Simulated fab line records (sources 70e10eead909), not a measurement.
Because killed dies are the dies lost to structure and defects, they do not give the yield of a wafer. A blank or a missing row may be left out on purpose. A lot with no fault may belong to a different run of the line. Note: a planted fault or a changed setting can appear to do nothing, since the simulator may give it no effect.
One fault seen from 3 desks -- flow nand harc -- only its own numbers are on each desk; what lay behind them is given at the end

THE METROLOGY DESK
Means of the sampled wafers that have a number, per lot and without regard to the tool the lot ran on: this is what the gauges read. The brackets show how far a lot's mean lies from the usual mean; more than 4 standard deviations puts the lot out of limits, marked OUT.
Columns: A = cd nm at NHARC_P_M2_CD_MEAS_09, usual 170.1 nm; B = overlay x nm at NHARC_P_M2_OVL_MEAS_10, usual 0.1 nm; C = overlay y nm at NHARC_P_M2_OVL_MEAS_10, usual -0.1 nm
lot,first seen here,A,B,C
L903,day 10 01:42,170.4,-0.1,0.4
L904,day 10 07:22,170.4,0.4,-1.2
L906,day 11 14:36,170.6,0.3,-0.1
L907,day 11 18:11,170.3,-0.1,-0.8
L914,day 14 17:00,170.6,-0.5,-0.5
Finding of this desk: none of the 5 lots has anything out of limits.

THE DEFECT DESK
Counts from the inspections along the route, per lot, as means over the sampled wafers that have a number. The brackets show how far a lot's mean lies from the usual mean; more than 4 standard deviations puts the lot out of limits, marked OUT.
Columns: A = raw defect count at NHARC_P_M1_INSPECT_27, usual 320; B = raw defect count at NHARC_P_M2_INSPECT_11, usual 4.9
lot,first seen here,A,B
L903,day 10 00:18,367,7.3
L904,day 10 06:05,341,7.3
L906,day 11 13:12,270,8.3
L907,day 11 16:55,232,4.0
L914,day 14 15:36,392,4.0
Finding of this desk: none of the 5 lots has anything out of limits.

FOR THE TOOL OWNER'S DESK: litho track-06
The tool's own readings at NHARC_P_M2_PEB_07 (peb time 65 s): means of the sampled wafers that have a number, for each lot that ran on this tool. The brackets show how far a lot's mean lies from the usual mean; more than 4 standard deviations puts the lot out of limits, marked OUT.
Columns: A = resist line temp C at NHARC_P_M2_PEB_07, usual 23.00 C
lot,first seen here,A
L903,day 10 01:37,23.06
L914,day 14 16:55,22.91
Finding of this desk: none of the 2 lots has anything out of limits.

BROUGHT TOGETHER
Metrology desk: nothing out of limits seen.
The defect desk saw nothing out of limits.
The tool owner's desk saw nothing out of limits.

WHAT THE SIMULATOR HAD PUT IN
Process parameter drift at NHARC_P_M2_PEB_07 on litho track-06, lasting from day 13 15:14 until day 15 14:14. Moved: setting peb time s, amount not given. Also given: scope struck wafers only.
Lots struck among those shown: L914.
